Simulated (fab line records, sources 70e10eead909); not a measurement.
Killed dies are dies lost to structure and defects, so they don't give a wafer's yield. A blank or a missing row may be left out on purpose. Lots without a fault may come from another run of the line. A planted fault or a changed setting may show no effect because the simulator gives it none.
Chamber matching | flow nand_harc | NHARC_A_BLC_ETCH_16 on rie_diel-09: 4 sister chambers
The step etches the open film in CF4, target depth 39 nm, time 65 s. 30 wafers are shown with their chamber, then 12 later ones without.

WAFERS WITH THEIR CHAMBER
wafer  | chamber | showerhead_plenum_p_Torr (Torr) | drypump_motor_current_A (A) | rf_vpp_V (V)
L076.2 | 1       | 1.70                            | 5.5                         | 150.4
L076.5 | 0       | 1.84                            | 4.9                         | 152.4
L076.6 | 3       | 1.73                            | 5.7                         | 150.7
L078.1 | 3       | 1.73                            | 5.7                         | 151.4
L078.5 | 1       | 1.70                            | 5.5                         | 150.3
L078.6 | 0       | 1.84                            | 4.9                         | 151.9
L080.2 | 3       | 1.73                            | 5.7                         | 151.4
L080.3 | 1       | 1.70                            | 5.5                         | 150.3
L080.5 | 3       | 1.73                            | 5.7                         | 149.8
L081.2 | 0       | 1.84                            | 4.9                         | 151.2
L081.3 | 1       | 1.70                            | 5.5                         | 150.1
L081.4 | 3       | 1.73                            | 5.6                         | 152.0
L082.1 | 2       | 1.87                            | 4.6                         | 153.3
L082.2 | 0       | 1.84                            | 4.9                         | 150.9
L082.4 | 1       | 1.69                            | 5.5                         | 150.1
L085.2 | 0       | 1.84                            | 4.9                         | 152.6
L085.3 | 2       | 1.87                            | 4.6                         | 152.3
L085.6 | 0       | 1.84                            | 4.9                         | 153.4
L086.1 | 3       | 1.73                            | 5.7                         | 150.3
L086.2 | 2       | 1.87                            | 4.6                         | 153.3
L086.5 | 3       | 1.73                            | 5.7                         | 150.1
L089.2 | 0       | 1.84                            | 4.9                         | 151.6
L089.5 | 0       | 1.84                            | 4.9                         | 151.8
L089.6 | 1       | 1.69                            | 5.5                         | 149.8
L088.2 | 1       | 1.69                            | 5.5                         | 148.5
L088.3 | 3       | 1.73                            | 5.7                         | 152.8
L088.5 | 3       | 1.73                            | 5.7                         | 150.1
L092.1 | 0       | 1.84                            | 4.9                         | 152.3
L092.2 | 2       | 1.87                            | 4.6                         | 152.9
L092.4 | 1       | 1.69                            | 5.5                         | 151.6

SIGNATURES (means of the wafers above)
reading                  | chamber 0 | chamber 1 | chamber 2 | chamber 3 | scatter within a chamber
showerhead_plenum_p_Torr | 1.8400    | 1.6950    | 1.8700    | 1.7300    | 0.00277
drypump_motor_current_A  | 4.900     | 5.500     | 4.600     | 5.689     | 0.0185
rf_vpp_V                 | 152.011   | 150.137   | 152.950   | 150.956   | 0.844
Rule: a wafer's distance from a chamber is the root of the sum, over the readings, of the square of ((its reading less the chamber's mean) divided by the reading's scatter). The wafer belongs to the nearest chamber; if the next one is less than 2 further off, it can't be placed. The scatter: the root of (the sum of the squares of (reading less its chamber's mean) over the shown wafers, divided by (wafers less chambers)).

WAFERS WITHOUT THEIR CHAMBER
wafer  | showerhead_plenum_p_Torr (Torr) | drypump_motor_current_A (A) | rf_vpp_V (V)
L095.2 | 1.84                            | 5.0                         | 152.2
L095.5 | 1.87                            | 4.6                         | 154.0
L095.6 | 1.69                            | 5.5                         | 150.9
L094.1 | 1.73                            | 5.7                         | 150.4
L094.4 | 1.69                            | 5.5                         | 151.0
L094.5 | 1.69                            | 5.5                         | 150.4
L096.1 | 1.73                            | 5.6                         | 150.1
L096.3 | 1.87                            | 4.6                         | 152.3
L096.4 | 1.84                            | 4.9                         | 152.4
L097.1 | 1.69                            | 5.5                         | 149.9
L097.2 | 1.84                            | 4.9                         | 151.8
L097.5 | 1.84                            | 4.9                         | 152.2

WHICH CHAMBER EACH WENT THROUGH
wafer  | from the rows above | in truth
L095.2 | 0                   | 0
L095.5 | 2                   | 2
L095.6 | 1                   | 1
L094.1 | 3                   | 3
L094.4 | 1                   | 1
L094.5 | 1                   | 1
L096.1 | 3                   | 3
L096.3 | 2                   | 2
L096.4 | 0                   | 0
L097.1 | 1                   | 1
L097.2 | 0                   | 0
L097.5 | 0                   | 0
Placed correctly: 12 of 12. Can't be placed from these rows: 0. Placed wrongly: 0.
